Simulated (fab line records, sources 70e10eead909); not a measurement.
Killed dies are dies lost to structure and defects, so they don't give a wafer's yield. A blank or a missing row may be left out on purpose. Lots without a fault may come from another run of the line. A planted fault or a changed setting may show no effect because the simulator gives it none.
Problem report in the 8D (eight disciplines) form, filled by code | flow nand_harc | the parts of the form that need people (team, actions taken, sign-off) are left out

1. THE PROBLEM
killed_at_array at NHARC_END_SORT_01 reads a mean of 652 on 1 wafer of 1 lot; wafers without a fault read 59 with a standard deviation of 19. That is +31 standard deviations from the usual mean.
First seen on wafer L790.2, day 31 16:59, on prober-02. The record holds 3 wafers of 1 lot with a number at this step. Rule for "out", or "out of limits": more than 4 standard deviations from the usual mean. The other wafers with a number count as sound.

2. WHAT IT IS AND WHAT IT IS NOT
question                    | is                           | is not
which readings at this step | killed_at_array, killed_dies | killed_at_other, killed_at_periphery, killed_open, killed_short
which lots                  | L790                         | -
which wafers of those lots  | L790.2                       | L790.5, L790.6
read on which gauges        | prober-02                    | -
when                        | from day 31 16:59            | up to then (0 sound wafers); but 2 sound wafers of L790 came after

3. SUSPECTS, AND WHAT RULES EACH OUT
Counting: a tool at a process step up to the reading stays a suspect if it ran every lot that is out. Sound lots after the first of them don't rule it out here, since some wafers of a struck lot are sound.
- the gauge at NHARC_END_SORT_01: ruled out. All the wafers that are out were read on prober-02, but those of them that NHARC_A_STAIRCASE_TRIM_22 has rows for are out there too, on other tools.
- rie_diel-02 at NHARC_A_STAIRCASE_TRIM_14 (chemistry O2, time 211.2 s): kept. It ran the lot that is out, L790 (day 22 11:20). NHARC_A_STAIRCASE_TRIM_14 gives no start for some lots, so the hours and the order of its lots are those of NHARC_A_STAIRCASE_TRIM_22.
- rie_diel-02 at NHARC_A_STAIRCASE_TRIM_16 (chemistry O2, time 211.2 s): kept. It ran the lot that is out, L790 (day 22 11:20). NHARC_A_STAIRCASE_TRIM_16 gives no start for some lots, so the hours and the order of its lots are those of NHARC_A_STAIRCASE_TRIM_22.
- rie_diel-02 at NHARC_A_STAIRCASE_ETCH_19 (etches the open film in C4F8/O2, target depth 100 nm, time 40.5 s): kept. It ran the lot that is out, L790 (day 22 11:20). NHARC_A_STAIRCASE_ETCH_19 gives no start for some lots, so the hours and the order of its lots are those of NHARC_A_STAIRCASE_TRIM_22.
- rie_diel-08 at NHARC_A_STAIRCASE_TRIM_22 (chemistry O2, time 211.2 s): kept. It ran the lot that is out, L790 (day 22 11:20). Its own readings are out on those wafers: run_length_s.
- Within rie_diel-02 at NHARC_A_STAIRCASE_ETCH_19: the wafers that are out ran in chamber 1; their sound lot-mates ran in chambers 0, 3.
- Within rie_diel-08 at NHARC_A_STAIRCASE_TRIM_22: the wafers that are out ran in chamber 0; their sound lot-mates ran in chambers 2, 3.
Left after counting: rie_diel-02 at NHARC_A_STAIRCASE_TRIM_14, rie_diel-02 at NHARC_A_STAIRCASE_TRIM_16, rie_diel-02 at NHARC_A_STAIRCASE_ETCH_19, rie_diel-08 at NHARC_A_STAIRCASE_TRIM_22.

4. THE CAUSE (what the simulator had put in)
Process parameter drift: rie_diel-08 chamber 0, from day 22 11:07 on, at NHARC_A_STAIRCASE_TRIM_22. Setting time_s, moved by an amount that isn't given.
Counting left 4 suspects, and this tool is among them.

5. THE CHAIN OF EFFECTS, in route order
Each row: a reading whose mean over the struck wafers that have a number lies more than 3 standard deviations from the usual. Only readings for which the record gives a usual standard deviation are gone through. hours: the time from each lot's start at the first step in this table that gives one to its start at this step, as a median over the lots. sigmas: the change in usual standard deviations.
hours | step                      | reading         | usual   | on struck wafers | change | sigmas
0     | NHARC_A_STAIRCASE_TRIM_22 | run_length_s    | 232.4 s | 298.9            | +66.5  | +99 or more
222   | NHARC_END_SORT_01         | killed_at_array | 59      | 652              | +593   | +31
222   | NHARC_END_SORT_01         | killed_dies     | 64      | 654              | +590   | +31
The process steps in it:
- NHARC_A_STAIRCASE_TRIM_22: chemistry O2, time 211.2 s.

6. WHAT WOULD HAVE CAUGHT IT SOONER
In this record the first reading out of limits at a measuring or inspecting step was taken at day 31 16:59, 222 hours after the fault began at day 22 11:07.
The tool's own readings at NHARC_A_STAIRCASE_TRIM_22 were out on every struck wafer that the step has a row for (run_length_s): an alarm limit on them would have fired on the first of those.
All the lots that are out (1) had begun NHARC_A_STAIRCASE_TRIM_22 on rie_diel-08 by day 31 16:59. A hold on the tool at that time would have spared none of them.
